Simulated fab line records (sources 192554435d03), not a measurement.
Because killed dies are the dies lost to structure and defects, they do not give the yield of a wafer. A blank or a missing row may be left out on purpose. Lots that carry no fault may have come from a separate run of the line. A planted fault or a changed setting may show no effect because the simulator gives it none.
Chamber matching | flow n5Finfet | N5_BEOL_M15_VIA_ETCH_16 on rieDiel-04: 4 sister chambers
The step etches SiO2 in C4F8/O2/Ar, target depth 1792.2 nm. 8 wafers are shown with their chamber, then 8 later ones without.

== EACH WAFER AND ITS CHAMBER ==
wafer  | chamber | rfVppV (V) | drypumpMotorCurrentA (A)
L076.1 | 2       | 2238       | 6.4
L077.1 | 3       | 2216       | 5.4
L084.1 | 1       | 2219       | 6.4
L084.3 | 3       | 2213       | 5.3
L084.6 | 1       | 2218       | 6.4
L088.1 | 2       | 2238       | 6.4
L088.6 | 0       | 2268       | 6.1
L091.1 | 0       | 2268       | 6.1

== WAFERS MISSING THEIR CHAMBER ==
wafer  | rfVppV (V) | drypumpMotorCurrentA (A)
L091.5 | 2238       | 6.4
L091.6 | 2218       | 6.4
L095.1 | 2237       | 6.4
L095.4 | 2268       | 6.1
L095.5 | 2218       | 6.3
L097.4 | 2237       | 6.4
L097.5 | 2267       | 6.1
L097.6 | 2218       | 6.3

== EACH ONE'S CHAMBER ==
wafer  | from the rows above | in truth
L091.5 | 2                   | 2
L091.6 | 1                   | 1
L095.1 | 2                   | 2
L095.4 | 0                   | 0
L095.5 | 1                   | 1
L097.4 | 2                   | 2
L097.5 | 0                   | 0
L097.6 | 1                   | 1
Correct placement for 8 of the 8. Left unplaced by these rows: 0. Wrongly placed: 0.
How it was worked out, from the rows above alone: a wafer's distance from a chamber is the root of the sum, over the readings, of the square of ((its reading less the chamber's mean) divided by the reading's scatter). If the next closest chamber is less than 2 further off than the closest, the wafer can't be placed; otherwise it belongs to the closest. A chamber's mean is the mean of its shown wafers. The scatter: take each reading less its chamber's mean, square it, sum over the shown wafers, divide by the number of wafers less the number of chambers, and take the root.
